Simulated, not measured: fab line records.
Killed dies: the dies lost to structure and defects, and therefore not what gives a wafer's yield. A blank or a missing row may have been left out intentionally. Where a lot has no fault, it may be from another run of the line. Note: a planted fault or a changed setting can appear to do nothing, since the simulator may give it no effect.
3 desks looking at one fault / flow n5_finfet / every desk sees just its own numbers, and what lay behind them comes last

== THE DEFECT DESK ==
Counts from the inspections along the route, per lot, as means over the sampled wafers that have a number. The brackets show how far a lot's mean lies from the usual mean; more than 4 standard deviations puts the lot out of limits, marked OUT.
Columns: A = raw_defect_count at N5_BEOL_M3_INSPECT_30, usual 411
lot=L505; first seen here=day 7 05:34; A=312
lot=L515; first seen here=day 9 23:39; A=340
lot=L517; first seen here=day 10 06:29; A=454
lot=L519; first seen here=day 10 19:14; A=368
lot=L522; first seen here=day 11 22:34; A=527
lot=L527; first seen here=day 13 16:35; A=395
This desk found nothing out of limits on any of the 6 lots.

== AT THE TOOL OWNER'S DESK: rie_diel-04 ==
The tool's own readings at N5_BEOL_M3_VIA_ETCH_34 (etches the open film in C4F6/O2, target depth 69.4 nm, time 65.9 s): means of the sampled wafers that have a number, for each lot that ran on this tool. The brackets show how far a lot's mean lies from the usual mean; more than 4 standard deviations puts the lot out of limits, marked OUT.
Columns: A = drypump_motor_current_A at N5_BEOL_M3_VIA_ETCH_34, usual 5.8 A; B = oes_product_au at N5_BEOL_M3_VIA_ETCH_34, usual 0.77 a.u.; C = rf_vpp_V at N5_BEOL_M3_VIA_ETCH_34, usual 664 V; D = showerhead_plenum_p_Torr at N5_BEOL_M3_VIA_ETCH_34, usual 2.80 Torr; E = throttle_valve_pct at N5_BEOL_M3_VIA_ETCH_34, usual 30.71 %
lot=L505; first seen here=day 7 06:37; A=5.8; B=0.71; C=667; D=2.86; E=30.81
lot=L515; first seen here=day 10 00:20; A=5.7; B=0.85; C=664; D=2.80; E=30.96
lot=L517; first seen here=day 10 08:56; A=5.6; B=0.76; C=667; D=2.81; E=31.02
lot=L527; first seen here=day 13 17:46; A=5.8; B=0.76; C=667; D=2.84; E=30.79
This desk found nothing out of limits on any of the 4 lots.

== METROLOGY DESK ==
Lot by lot, what the gauges showed, no matter which tool ran the lot: averages of those sampled wafers that carry a number. The brackets show how far a lot's mean lies from the usual mean; more than 4 standard deviations puts the lot out of limits, marked OUT. Shown here are 7 of its 12 readings, the ones lying furthest out on some lot.
Columns: A = DIBL_N at N5_BEOL_M4_RC_MEAS_101, usual 35.7 mV/V; B = DIBL_P at N5_BEOL_M4_RC_MEAS_101, usual 35.4 mV/V; C = IOFF_N at N5_BEOL_M4_RC_MEAS_101, usual 0.152 nA/um; D = ION_N at N5_BEOL_M4_RC_MEAS_101, usual 672 uA/um; E = SS_N at N5_BEOL_M4_RC_MEAS_101, usual 71.4 mV/dec; F = VT_N at N5_BEOL_M4_RC_MEAS_101, usual 251 mV; G = VT_P at N5_BEOL_M4_RC_MEAS_101, usual -251 mV
lot=L505; first seen here=day 7 05:29; A=36.0; B=35.1; C=0.144; D=671; E=71.3; F=252; G=-250
lot=L515; first seen here=day 9 23:34; A=37.8; B=36.1; C=0.202; D=676; E=72.1; F=244; G=-246
lot=L517; first seen here=day 10 06:24; A=35.2; B=34.9; C=0.134; D=662; E=71.1; F=254; G=-254
lot=L519; first seen here=day 10 19:10; A=37.1; B=36.2; C=0.167; D=674; E=71.9; F=249; G=-253
lot=L522; first seen here=day 11 22:29; A=36.4; B=35.9; C=0.156; D=677; E=71.4; F=250; G=-247
lot=L527; first seen here=day 13 16:30; A=32.8; B=31.6; C=0.101; D=660; E=70.5; F=257; G=-252
This desk found nothing out of limits on any of the 6 lots.

== TAKEN TOGETHER ==
Nothing the defect desk looked at was out of limits.
Nothing out of limits was seen by the tool owner's desk.
At the metrology desk, nothing out of limits was observed.

== WHAT THE SIMULATOR PUT IN ==
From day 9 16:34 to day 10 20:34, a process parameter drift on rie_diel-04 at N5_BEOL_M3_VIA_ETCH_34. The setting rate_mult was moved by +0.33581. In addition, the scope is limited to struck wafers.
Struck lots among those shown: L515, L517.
